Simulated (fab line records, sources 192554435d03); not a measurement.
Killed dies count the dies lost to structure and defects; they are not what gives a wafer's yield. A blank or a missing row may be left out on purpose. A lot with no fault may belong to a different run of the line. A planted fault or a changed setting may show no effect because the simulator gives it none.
Which tool was responsible? / flow n5 finfet / 69 wafers from 23 lots sampled at 5 of the route's 1938 steps

== WHAT THE GAUGES READ, wafer by wafer ==
N5_BEOL_M10_CD_MEAS_35 targets a cd of 70 nm.
lot=L074; measured=day 9 20:29; on=cd sem-02; cd nm (nm)=69.4 70.4 70.7
lot=L076; measured=day 10 04:29; on=cd sem-03; cd nm (nm)=69.0 69.8 70.4
lot=L075; measured=day 10 04:57; on=cd sem-02; cd nm (nm)=69.9 70.6 69.7
lot=L077; measured=day 10 12:10; on=cd sem-03; cd nm (nm)=70.6 71.9 69.7
lot=L078; measured=day 10 22:19; on=cd sem-02; cd nm (nm)=68.9 68.9 70.2
lot=L079; measured=day 11 12:34; on=cd sem-02; cd nm (nm)=70.8 70.4 69.5
lot=L080; measured=day 11 12:25; on=cd sem-02; cd nm (nm)=70.9 71.1 70.7
lot=L081; measured=day 12 00:55; on=cd sem-01; cd nm (nm)=69.5 69.4 70.7
lot=L082; measured=day 12 07:40; on=cd sem-02; cd nm (nm)=69.5 69.8 69.6
lot=L083; measured=day 12 07:50; on=cd sem-02; cd nm (nm)=71.1 70.4 70.7
lot=L084; measured=day 12 11:05; on=cd sem-03; cd nm (nm)=70.6 69.6 70.0
lot=L085; measured=day 13 07:38; on=cd sem-02; cd nm (nm)=71.1 70.3 69.7
lot=L087; measured=day 13 10:39; on=cd sem-02; cd nm (nm)=70.0 69.9 70.5
lot=L089; measured=day 13 15:00; on=cd sem-03; cd nm (nm)=69.3 69.3 70.2
lot=L086; measured=day 13 14:42; on=cd sem-02; cd nm (nm)=71.2 70.1 70.5
lot=L088; measured=day 14 14:41; on=cd sem-03; cd nm (nm)=71.2 71.5 69.7
lot=L090; measured=day 14 16:52; on=cd sem-03; cd nm (nm)=68.5 68.5 69.3
lot=L091; measured=day 14 21:26; on=cd sem-03; cd nm (nm)=70.9 69.9 69.3
lot=L092; measured=day 14 21:16; on=cd sem-01; cd nm (nm)=69.9 69.2 69.1
lot=L093; measured=day 15 16:17; on=cd sem-01; cd nm (nm)=69.7 70.2 69.3
lot=L094; measured=day 15 20:01; on=cd sem-01; cd nm (nm)=70.5 69.5 70.2
lot=L097; measured=day 15 23:00; on=cd sem-01; cd nm (nm)=70.1 70.4 69.5
lot=L095; measured=day 16 03:21; on=cd sem-03; cd nm (nm)=71.2 70.5 70.2

== EACH LOT AND THE TOOL THAT RAN IT (in order: tool; ch and the chambers of the sampled wafers; start) ==
lot=L074; N5_BEOL_M9_STRIP_67=rie diel-06 ch 0,3, day 9 09:53; N5_BEOL_M9_SURFACE_TREAT_79=pvd sputter-03, day 9 15:06; N5_BEOL_M10_DESCUM_33=rie diel-04 ch 1,2,3, day 9 19:50; N5_BEOL_M10_STRIP_36=rie diel-04 ch 1,2,3, day 9 20:07
lot=L076; N5_BEOL_M9_STRIP_67=rie diel-01 ch 0,1,3, day 9 17:31; N5_BEOL_M9_SURFACE_TREAT_79=pvd sputter-01, day 9 20:43; N5_BEOL_M10_DESCUM_33=rie diel-03 ch 0,1,3, day 10 03:50; N5_BEOL_M10_STRIP_36=rie diel-03 ch 0,1,3, day 10 04:07
lot=L075; N5_BEOL_M9_STRIP_67=rie diel-06 ch 0,2,3, day 9 18:26; N5_BEOL_M9_SURFACE_TREAT_79=pvd sputter-03, day 9 21:10; N5_BEOL_M10_DESCUM_33=rie diel-04 ch 0,1,3, day 10 04:18; N5_BEOL_M10_STRIP_36=rie diel-04 ch 0,1,3, day 10 04:34
lot=L077; N5_BEOL_M9_STRIP_67=rie diel-06 ch 0,1,2, day 10 01:32; N5_BEOL_M9_SURFACE_TREAT_79=pvd sputter-03, day 10 05:13; N5_BEOL_M10_DESCUM_33=rie diel-04 ch 0,1,3, day 10 11:31; N5_BEOL_M10_STRIP_36=rie diel-04 ch 0,1,3, day 10 11:47
lot=L078; N5_BEOL_M9_STRIP_67=rie diel-06 ch 1,2,3, day 10 12:47; N5_BEOL_M9_SURFACE_TREAT_79=pvd sputter-03, day 10 16:13; N5_BEOL_M10_DESCUM_33=rie diel-04 ch 2,3, day 10 21:39; N5_BEOL_M10_STRIP_36=rie diel-04 ch 2,3, day 10 21:55
lot=L079; N5_BEOL_M9_STRIP_67=rie diel-02 ch 1,2,3, day 10 20:17; N5_BEOL_M9_SURFACE_TREAT_79=pvd sputter-01, day 10 22:59; N5_BEOL_M10_DESCUM_33=rie diel-05 ch 1,2, day 11 11:55; N5_BEOL_M10_STRIP_36=rie diel-05 ch 1,2, day 11 12:11
lot=L080; N5_BEOL_M9_STRIP_67=rie diel-06 ch 0,1,3, day 10 22:55; N5_BEOL_M9_SURFACE_TREAT_79=pvd sputter-01, day 11 05:55; N5_BEOL_M10_DESCUM_33=rie diel-04 ch 0,2,3, day 11 11:46; N5_BEOL_M10_STRIP_36=rie diel-04 ch 0,2,3, day 11 12:03
lot=L081; N5_BEOL_M9_STRIP_67=rie diel-02 ch 2,3, day 11 08:26; N5_BEOL_M9_SURFACE_TREAT_79=pvd sputter-02, day 11 13:20; N5_BEOL_M10_DESCUM_33=rie diel-04 ch 0,2, day 11 23:58; N5_BEOL_M10_STRIP_36=rie diel-04 ch 0,2, day 12 00:23
lot=L082; N5_BEOL_M9_STRIP_67=rie diel-01 ch 1,2,3, day 11 21:19; N5_BEOL_M9_SURFACE_TREAT_79=pvd sputter-01, day 12 01:16; N5_BEOL_M10_DESCUM_33=rie diel-03 ch 0,1,3, day 12 07:01; N5_BEOL_M10_STRIP_36=rie diel-03 ch 0,1,3, day 12 07:17
lot=L083; N5_BEOL_M9_STRIP_67=rie diel-01 ch 0,1,2, day 11 21:34; N5_BEOL_M9_SURFACE_TREAT_79=pvd sputter-01, day 12 01:39; N5_BEOL_M10_DESCUM_33=rie diel-05 ch 0,1,2, day 12 07:11; N5_BEOL_M10_STRIP_36=rie diel-05 ch 0,1,2, day 12 07:27
lot=L084; N5_BEOL_M9_STRIP_67=rie diel-01 ch 0,1, day 11 22:08; N5_BEOL_M9_SURFACE_TREAT_79=pvd sputter-01, day 12 01:47; N5_BEOL_M10_DESCUM_33=rie diel-04 ch 1,3, day 12 10:26; N5_BEOL_M10_STRIP_36=rie diel-04 ch 1,3, day 12 10:43
lot=L085; N5_BEOL_M9_STRIP_67=rie diel-01 ch 1,2, day 12 19:32; N5_BEOL_M9_SURFACE_TREAT_79=pvd sputter-03, day 12 22:46; N5_BEOL_M10_DESCUM_33=rie diel-03 ch 1,2,3, day 13 06:59; N5_BEOL_M10_STRIP_36=rie diel-03 ch 1,2,3, day 13 07:16
lot=L087; N5_BEOL_M9_STRIP_67=rie diel-06 ch 0,3, day 12 22:56; N5_BEOL_M9_SURFACE_TREAT_79=pvd sputter-03, day 13 05:14; N5_BEOL_M10_DESCUM_33=rie diel-03 ch 2,3, day 13 10:00; N5_BEOL_M10_STRIP_36=rie diel-03 ch 2,3, day 13 10:16
lot=L089; N5_BEOL_M9_STRIP_67=rie diel-06 ch 0,3, day 13 05:10; N5_BEOL_M9_SURFACE_TREAT_79=pvd sputter-03, day 13 08:53; N5_BEOL_M10_DESCUM_33=rie diel-03 ch 1,2,3, day 13 14:21; N5_BEOL_M10_STRIP_36=rie diel-03 ch 1,2,3, day 13 14:37
lot=L086; N5_BEOL_M9_STRIP_67=rie diel-02 ch 0,1,2, day 13 05:23; N5_BEOL_M9_SURFACE_TREAT_79=pvd sputter-01, day 13 09:06; N5_BEOL_M10_DESCUM_33=rie diel-04 ch 2,3, day 13 14:03; N5_BEOL_M10_STRIP_36=rie diel-04 ch 2,3, day 13 14:19
lot=L088; N5_BEOL_M9_STRIP_67=rie diel-01 ch 0,3, day 14 01:22; N5_BEOL_M9_SURFACE_TREAT_79=pvd sputter-03, day 14 05:11; N5_BEOL_M10_DESCUM_33=rie diel-04 ch 1,2, day 14 14:02; N5_BEOL_M10_STRIP_36=rie diel-04 ch 1,2, day 14 14:19
lot=L090; N5_BEOL_M9_STRIP_67=rie diel-01 ch 0,2, day 14 05:38; N5_BEOL_M9_SURFACE_TREAT_79=pvd sputter-02, day 14 11:26; N5_BEOL_M10_DESCUM_33=rie diel-04 ch 0,1,2, day 14 16:13; N5_BEOL_M10_STRIP_36=rie diel-04 ch 0,1,2, day 14 16:29
lot=L091; N5_BEOL_M9_STRIP_67=rie diel-06 ch 0,3, day 14 11:20; N5_BEOL_M9_SURFACE_TREAT_79=pvd sputter-02, day 14 14:48; N5_BEOL_M10_DESCUM_33=rie diel-04 ch 1,3, day 14 20:47; N5_BEOL_M10_STRIP_36=rie diel-04 ch 1,3, day 14 21:04
lot=L092; N5_BEOL_M9_STRIP_67=rie diel-01 ch 2,3, day 14 11:25; N5_BEOL_M9_SURFACE_TREAT_79=pvd sputter-02, day 14 15:10; N5_BEOL_M10_DESCUM_33=rie diel-03 ch 2,3, day 14 20:37; N5_BEOL_M10_STRIP_36=rie diel-03 ch 2,3, day 14 20:54
lot=L093; N5_BEOL_M9_STRIP_67=rie diel-01 ch 1,2,3, day 15 05:07; N5_BEOL_M9_SURFACE_TREAT_79=pvd sputter-02, day 15 09:14; N5_BEOL_M10_DESCUM_33=rie diel-03 ch 0,1,2, day 15 15:38; N5_BEOL_M10_STRIP_36=rie diel-03 ch 0,1,2, day 15 15:55
lot=L094; N5_BEOL_M9_STRIP_67=rie diel-01 ch 0,2,3, day 15 09:32; N5_BEOL_M9_SURFACE_TREAT_79=pvd sputter-02, day 15 12:06; N5_BEOL_M10_DESCUM_33=rie diel-05 ch 0,1, day 15 19:22; N5_BEOL_M10_STRIP_36=rie diel-05 ch 0,1, day 15 19:38
lot=L097; N5_BEOL_M9_STRIP_67=rie diel-01 ch 0,1,2, day 15 13:08; N5_BEOL_M9_SURFACE_TREAT_79=pvd sputter-02, day 15 17:13; N5_BEOL_M10_DESCUM_33=rie diel-03 ch 1,2,3, day 15 22:20; N5_BEOL_M10_STRIP_36=rie diel-03 ch 1,2,3, day 15 22:37
lot=L095; N5_BEOL_M9_STRIP_67=rie diel-02 ch 0,1,2, day 15 16:52; N5_BEOL_M9_SURFACE_TREAT_79=pvd sputter-01, day 15 20:20; N5_BEOL_M10_DESCUM_33=rie diel-05 ch 0,1,3, day 16 02:42; N5_BEOL_M10_STRIP_36=rie diel-05 ch 0,1,3, day 16 02:58
- N5_BEOL_M9_STRIP_67: strips in CF4.
- N5_BEOL_M9_SURFACE_TREAT_79
- N5_BEOL_M10_DESCUM_33: chemistry O2, time 7.9 s.
- N5_BEOL_M10_STRIP_36: strips in N2/H2.

== AS READ BY THE TOOLS THEMSELVES (means over the sampled wafers that have a number; for cases with no such wafer, the mark the record gives instead) ==
N5_BEOL_M9_STRIP_67.
lot=L074; tool=rie diel-06; drypump motor current A (A)=5.81; oes product au (a.u.)=0.74; power w (W)=300.4; rf vpp V (V)=271.3; showerhead plenum p Torr (Torr)=1.82; throttle valve pct (%)=13.67
lot=L076; tool=rie diel-01; drypump motor current A (A)=5.35; oes product au (a.u.)=0.86; power w (W)=301.2; rf vpp V (V)=270.7; showerhead plenum p Torr (Torr)=1.78; throttle valve pct (%)=13.45
lot=L075; tool=rie diel-06; drypump motor current A (A)=5.69; oes product au (a.u.)=0.75; power w (W)=299.5; rf vpp V (V)=272.4; showerhead plenum p Torr (Torr)=1.84; throttle valve pct (%)=13.55
lot=L077; tool=rie diel-06; drypump motor current A (A)=5.51; oes product au (a.u.)=0.70; power w (W)=300.5; rf vpp V (V)=271.8; showerhead plenum p Torr (Torr)=1.81; throttle valve pct (%)=13.76
lot=L078; tool=rie diel-06; drypump motor current A (A)=5.53; oes product au (a.u.)=0.75; power w (W)=299.5; rf vpp V (V)=271.7; showerhead plenum p Torr (Torr)=1.83; throttle valve pct (%)=13.50
lot=L079; tool=rie diel-02; drypump motor current A (A)=5.60; oes product au (a.u.)=0.80; power w (W)=300.1; rf vpp V (V)=270.1; showerhead plenum p Torr (Torr)=1.75; throttle valve pct (%)=13.45
lot=L080; tool=rie diel-06; drypump motor current A (A)=5.64; oes product au (a.u.)=0.73; power w (W)=300.1; rf vpp V (V)=271.6; showerhead plenum p Torr (Torr)=1.81; throttle valve pct (%)=13.65
lot=L081; tool=rie diel-02; drypump motor current A (A)=5.68; oes product au (a.u.)=0.79; power w (W)=299.9; rf vpp V (V)=270.0; showerhead plenum p Torr (Torr)=1.77; throttle valve pct (%)=13.34
lot=L082; tool=rie diel-01; drypump motor current A (A)=5.45; oes product au (a.u.)=0.91; power w (W)=299.8; rf vpp V (V)=272.3; showerhead plenum p Torr (Torr)=1.82; throttle valve pct (%)=13.46
lot=L083; tool=rie diel-01; drypump motor current A (A)=5.55; oes product au (a.u.)=0.88; power w (W)=300.2; rf vpp V (V)=271.0; showerhead plenum p Torr (Torr)=1.80; throttle valve pct (%)=13.44
lot=L084; tool=rie diel-01; drypump motor current A (A)=5.45; oes product au (a.u.)=0.87; power w (W)=300.5; rf vpp V (V)=271.5; showerhead plenum p Torr (Torr)=1.79; throttle valve pct (%)=13.28
lot=L085; tool=rie diel-01; drypump motor current A (A)=5.66; oes product au (a.u.)=0.94; power w (W)=300.9; rf vpp V (V)=271.7; showerhead plenum p Torr (Torr)=1.83; throttle valve pct (%)=13.42
lot=L087; tool=rie diel-06; drypump motor current A (A)=5.81; oes product au (a.u.)=0.92; power w (W)=301.0; rf vpp V (V)=271.1; showerhead plenum p Torr (Torr)=1.82; throttle valve pct (%)=13.34
lot=L089; tool=rie diel-06; drypump motor current A (A)=5.88; oes product au (a.u.)=0.87; power w (W)=299.4; rf vpp V (V)=272.1; showerhead plenum p Torr (Torr)=1.84; throttle valve pct (%)=13.28
lot=L086; tool=rie diel-02; drypump motor current A (A)=5.53; oes product au (a.u.)=0.83; power w (W)=300.2; rf vpp V (V)=271.9; showerhead plenum p Torr (Torr)=1.78; throttle valve pct (%)=13.34
lot=L088; tool=rie diel-01; drypump motor current A (A)=5.25; oes product au (a.u.)=0.79; power w (W)=300.1; rf vpp V (V)=270.1; showerhead plenum p Torr (Torr)=1.77; throttle valve pct (%)=13.74
lot=L090; tool=rie diel-01; drypump motor current A (A)=5.66; oes product au (a.u.)=0.86; power w (W)=300.2; rf vpp V (V)=271.2; showerhead plenum p Torr (Torr)=1.79; throttle valve pct (%)=13.64
lot=L091; tool=rie diel-06; drypump motor current A (A)=5.85; oes product au (a.u.)=0.84; power w (W)=300.2; rf vpp V (V)=272.8; showerhead plenum p Torr (Torr)=1.83; throttle valve pct (%)=13.31
lot=L092; tool=rie diel-01; drypump motor current A (A)=5.36; oes product au (a.u.)=0.85; power w (W)=299.8; rf vpp V (V)=271.6; showerhead plenum p Torr (Torr)=1.80; throttle valve pct (%)=13.70
lot=L093; tool=rie diel-01; drypump motor current A (A)=5.47; oes product au (a.u.)=0.87; power w (W)=299.1; rf vpp V (V)=271.6; showerhead plenum p Torr (Torr)=1.81; throttle valve pct (%)=13.50
lot=L094; tool=rie diel-01; drypump motor current A (A)=5.44; oes product au (a.u.)=0.81; power w (W)=300.5; rf vpp V (V)=270.2; showerhead plenum p Torr (Torr)=1.78; throttle valve pct (%)=13.72
lot=L097; tool=rie diel-01; drypump motor current A (A)=5.54; oes product au (a.u.)=0.84; power w (W)=300.7; rf vpp V (V)=271.0; showerhead plenum p Torr (Torr)=1.79; throttle valve pct (%)=13.50
lot=L095; tool=rie diel-02; drypump motor current A (A)=5.54; oes product au (a.u.)=0.81; power w (W)=299.2; rf vpp V (V)=271.6; showerhead plenum p Torr (Torr)=1.78; throttle valve pct (%)=13.38

N5_BEOL_M10_DESCUM_33.
lot=L074; tool=rie diel-04; drypump motor current A (A)=6.2; oes product au (a.u.)=0.72; rf vpp V (V)=242.6; showerhead plenum p Torr (Torr)=2.07; temp c (C)=40.06; throttle valve pct (%)=20.37
lot=L076; tool=rie diel-03; drypump motor current A (A)=5.8; oes product au (a.u.)=0.80; rf vpp V (V)=243.1; showerhead plenum p Torr (Torr)=2.05; temp c (C)=40.02; throttle valve pct (%)=20.33
lot=L075; tool=rie diel-04; drypump motor current A (A)=6.2; oes product au (a.u.)=0.72; rf vpp V (V)=244.0; showerhead plenum p Torr (Torr)=2.11; temp c (C)=39.93; throttle valve pct (%)=20.26
lot=L077; tool=rie diel-04; drypump motor current A (A)=6.3; oes product au (a.u.)=0.71; rf vpp V (V)=243.6; showerhead plenum p Torr (Torr)=2.11; temp c (C)=40.03; throttle valve pct (%)=20.26
lot=L078; tool=rie diel-04; drypump motor current A (A)=6.2; oes product au (a.u.)=0.75; rf vpp V (V)=242.9; showerhead plenum p Torr (Torr)=2.02; temp c (C)=39.95; throttle valve pct (%)=20.32
lot=L079; tool=rie diel-05; drypump motor current A (A)=5.3; oes product au (a.u.)=0.79; rf vpp V (V)=242.8; showerhead plenum p Torr (Torr)=2.12; temp c (C)=39.91; throttle valve pct (%)=20.23
lot=L080; tool=rie diel-04; drypump motor current A (A)=6.4; oes product au (a.u.)=0.71; rf vpp V (V)=242.4; showerhead plenum p Torr (Torr)=2.07; temp c (C)=40.21; throttle valve pct (%)=20.37
lot=L081; tool=rie diel-04; drypump motor current A (A)=6.5; oes product au (a.u.)=0.68; rf vpp V (V)=243.3; showerhead plenum p Torr (Torr)=2.08; temp c (C)=40.06; throttle valve pct (%)=20.51
lot=L082; tool=rie diel-03; drypump motor current A (A)=5.8; oes product au (a.u.)=0.78; rf vpp V (V)=241.8; showerhead plenum p Torr (Torr)=2.04; temp c (C)=39.97; throttle valve pct (%)=20.36
lot=L083; tool=rie diel-05; drypump motor current A (A)=5.6; oes product au (a.u.)=0.87; rf vpp V (V)=243.9; showerhead plenum p Torr (Torr)=2.18; temp c (C)=39.96; throttle valve pct (%)=20.16
lot=L084; tool=rie diel-04; drypump motor current A (A)=6.1; oes product au (a.u.)=0.89; rf vpp V (V)=242.7; showerhead plenum p Torr (Torr)=2.11; temp c (C)=40.10; throttle valve pct (%)=20.06
lot=L085; tool=rie diel-03; drypump motor current A (A)=6.0; oes product au (a.u.)=0.87; rf vpp V (V)=242.9; showerhead plenum p Torr (Torr)=2.06; temp c (C)=40.01; throttle valve pct (%)=20.40
lot=L087; tool=rie diel-03; drypump motor current A (A)=5.8; oes product au (a.u.)=0.91; rf vpp V (V)=244.3; showerhead plenum p Torr (Torr)=2.10; temp c (C)=40.01; throttle valve pct (%)=20.59
lot=L089; tool=rie diel-03; drypump motor current A (A)=6.0; oes product au (a.u.)=0.86; rf vpp V (V)=242.3; showerhead plenum p Torr (Torr)=2.06; temp c (C)=40.03; throttle valve pct (%)=20.40
lot=L086; tool=rie diel-04; drypump motor current A (A)=6.3; oes product au (a.u.)=0.89; rf vpp V (V)=242.2; showerhead plenum p Torr (Torr)=2.02; temp c (C)=39.92; throttle valve pct (%)=20.22
lot=L088; tool=rie diel-04; drypump motor current A (A)=6.3; oes product au (a.u.)=0.92; rf vpp V (V)=242.4; showerhead plenum p Torr (Torr)=2.07; temp c (C)=40.05; throttle valve pct (%)=20.16
lot=L090; tool=rie diel-04; drypump motor current A (A)=6.4; oes product au (a.u.)=0.93; rf vpp V (V)=244.2; showerhead plenum p Torr (Torr)=2.11; temp c (C)=40.07; throttle valve pct (%)=20.11
lot=L091; tool=rie diel-04; drypump motor current A (A)=6.1; oes product au (a.u.)=0.85; rf vpp V (V)=243.3; showerhead plenum p Torr (Torr)=2.10; temp c (C)=40.05; throttle valve pct (%)=20.10
lot=L092; tool=rie diel-03; drypump motor current A (A)=5.6; oes product au (a.u.)=0.86; rf vpp V (V)=242.4; showerhead plenum p Torr (Torr)=2.06; temp c (C)=39.95; throttle valve pct (%)=20.52
lot=L093; tool=rie diel-03; drypump motor current A (A)=6.0; oes product au (a.u.)=0.79; rf vpp V (V)=243.2; showerhead plenum p Torr (Torr)=2.07; temp c (C)=40.04; throttle valve pct (%)=20.46
lot=L094; tool=rie diel-05; drypump motor current A (A)=5.3; oes product au (a.u.)=0.94; rf vpp V (V)=243.1; showerhead plenum p Torr (Torr)=2.11; temp c (C)=39.95; throttle valve pct (%)=19.93
lot=L097; tool=rie diel-03; drypump motor current A (A)=6.0; oes product au (a.u.)=0.83; rf vpp V (V)=242.2; showerhead plenum p Torr (Torr)=2.05; temp c (C)=40.00; throttle valve pct (%)=20.44
lot=L095; tool=rie diel-05; drypump motor current A (A)=5.6; oes product au (a.u.)=0.91; rf vpp V (V)=243.4; showerhead plenum p Torr (Torr)=2.13; temp c (C)=40.16; throttle valve pct (%)=19.86

N5_BEOL_M10_STRIP_36.
lot=L074; tool=rie diel-04; drypump motor current A (A)=6.2; oes product au (a.u.)=0.73; power w (W)=450.2; rf vpp V (V)=60.6; showerhead plenum p Torr (Torr)=2.52; temp c (C)=39.96; throttle valve pct (%)=23.6
lot=L076; tool=rie diel-03; drypump motor current A (A)=5.9; oes product au (a.u.)=0.79; power w (W)=450.1; rf vpp V (V)=58.5; showerhead plenum p Torr (Torr)=2.49; temp c (C)=40.04; throttle valve pct (%)=23.6
lot=L075; tool=rie diel-04; drypump motor current A (A)=6.2; oes product au (a.u.)=0.71; power w (W)=450.3; rf vpp V (V)=61.5; showerhead plenum p Torr (Torr)=2.55; temp c (C)=39.95; throttle valve pct (%)=23.4
lot=L077; tool=rie diel-04; drypump motor current A (A)=6.3; oes product au (a.u.)=0.71; power w (W)=449.9; rf vpp V (V)=58.9; showerhead plenum p Torr (Torr)=2.55; temp c (C)=40.03; throttle valve pct (%)=23.4
lot=L078; tool=rie diel-04; drypump motor current A (A)=6.2; oes product au (a.u.)=0.75; power w (W)=450.6; rf vpp V (V)=58.7; showerhead plenum p Torr (Torr)=2.46; temp c (C)=40.01; throttle valve pct (%)=23.7
lot=L079; tool=rie diel-05; drypump motor current A (A)=5.3; oes product au (a.u.)=0.79; power w (W)=451.6; rf vpp V (V)=59.8; showerhead plenum p Torr (Torr)=2.58; temp c (C)=39.83; throttle valve pct (%)=23.6
lot=L080; tool=rie diel-04; drypump motor current A (A)=6.4; oes product au (a.u.)=0.71; power w (W)=448.9; rf vpp V (V)=58.4; showerhead plenum p Torr (Torr)=2.52; temp c (C)=39.94; throttle valve pct (%)=23.6
lot=L081; tool=rie diel-04; drypump motor current A (A)=6.5; oes product au (a.u.)=0.68; power w (W)=449.2; rf vpp V (V)=57.5; showerhead plenum p Torr (Torr)=2.54; temp c (C)=40.04; throttle valve pct (%)=23.8
lot=L082; tool=rie diel-03; drypump motor current A (A)=5.8; oes product au (a.u.)=0.78; power w (W)=449.6; rf vpp V (V)=58.1; showerhead plenum p Torr (Torr)=2.48; temp c (C)=40.11; throttle valve pct (%)=23.6
lot=L083; tool=rie diel-05; drypump motor current A (A)=5.6; oes product au (a.u.)=0.87; power w (W)=450.1; rf vpp V (V)=60.3; showerhead plenum p Torr (Torr)=2.65; temp c (C)=40.06; throttle valve pct (%)=23.5
lot=L084; tool=rie diel-04; drypump motor current A (A)=6.1; oes product au (a.u.)=0.90; power w (W)=451.1; rf vpp V (V)=57.8; showerhead plenum p Torr (Torr)=2.54; temp c (C)=39.91; throttle valve pct (%)=23.2
lot=L085; tool=rie diel-03; drypump motor current A (A)=6.0; oes product au (a.u.)=0.87; power w (W)=450.8; rf vpp V (V)=59.3; showerhead plenum p Torr (Torr)=2.51; temp c (C)=39.98; throttle valve pct (%)=23.8
lot=L087; tool=rie diel-03; drypump motor current A (A)=5.8; oes product au (a.u.)=0.92; power w (W)=450.8; rf vpp V (V)=56.3; showerhead plenum p Torr (Torr)=2.56; temp c (C)=40.05; throttle valve pct (%)=24.0
lot=L089; tool=rie diel-03; drypump motor current A (A)=6.0; oes product au (a.u.)=0.85; power w (W)=450.5; rf vpp V (V)=59.2; showerhead plenum p Torr (Torr)=2.51; temp c (C)=40.01; throttle valve pct (%)=23.8
lot=L086; tool=rie diel-04; drypump motor current A (A)=6.3; oes product au (a.u.)=0.90; power w (W)=450.7; rf vpp V (V)=58.7; showerhead plenum p Torr (Torr)=2.48; temp c (C)=40.10; throttle valve pct (%)=23.6
lot=L088; tool=rie diel-04; drypump motor current A (A)=6.3; oes product au (a.u.)=0.92; power w (W)=449.2; rf vpp V (V)=58.8; showerhead plenum p Torr (Torr)=2.53; temp c (C)=40.03; throttle valve pct (%)=23.4
lot=L090; tool=rie diel-04; drypump motor current A (A)=6.4; oes product au (a.u.)=0.92; power w (W)=450.5; rf vpp V (V)=59.5; showerhead plenum p Torr (Torr)=2.56; temp c (C)=39.98; throttle valve pct (%)=23.3
lot=L091; tool=rie diel-04; drypump motor current A (A)=6.1; oes product au (a.u.)=0.84; power w (W)=450.6; rf vpp V (V)=59.7; showerhead plenum p Torr (Torr)=2.53; temp c (C)=40.01; throttle valve pct (%)=23.3
lot=L092; tool=rie diel-03; drypump motor current A (A)=5.7; oes product au (a.u.)=0.86; power w (W)=448.6; rf vpp V (V)=59.4; showerhead plenum p Torr (Torr)=2.51; temp c (C)=40.04; throttle valve pct (%)=23.9
lot=L093; tool=rie diel-03; drypump motor current A (A)=6.0; oes product au (a.u.)=0.79; power w (W)=448.9; rf vpp V (V)=60.4; showerhead plenum p Torr (Torr)=2.51; temp c (C)=40.02; throttle valve pct (%)=23.7
lot=L094; tool=rie diel-05; drypump motor current A (A)=5.3; oes product au (a.u.)=0.94; power w (W)=451.8; rf vpp V (V)=58.8; showerhead plenum p Torr (Torr)=2.57; temp c (C)=40.01; throttle valve pct (%)=23.3
lot=L097; tool=rie diel-03; drypump motor current A (A)=6.0; oes product au (a.u.)=0.84; power w (W)=450.0; rf vpp V (V)=58.3; showerhead plenum p Torr (Torr)=2.50; temp c (C)=39.97; throttle valve pct (%)=23.8
lot=L095; tool=rie diel-05; drypump motor current A (A)=5.7; oes product au (a.u.)=0.90; power w (W)=450.2; rf vpp V (V)=59.2; showerhead plenum p Torr (Torr)=2.59; temp c (C)=40.09; throttle valve pct (%)=23.2

== THE ANSWER, worked out from the rows above alone ==
Rule: what is usual is taken from the lots themselves. Put in order of their means at a reading, lots are off if they are a third of the lots or fewer, leave a main group of 4 or more, and stand apart from it by a gap of 3 or more times the standard deviation of the main group's means; of several such gaps the widest counts. If all means in a main group match to the digits the tables above print for the reading, that group is not used. A lot without any number at a reading at which 4 lots or more have one is off too. The other lots that the step has rows for count as sound. Order of review: gauges by route order, followed by the tools' own readings, for which a lot's mean as printed above is used. At the first step where some lot is off, the reading lying furthest off is the one used; lots without a number count as furthest.
No lot is off at any reading shown: from this, nothing can be told.

== WHAT HAD BEEN PUT IN BY THE SIMULATOR ==
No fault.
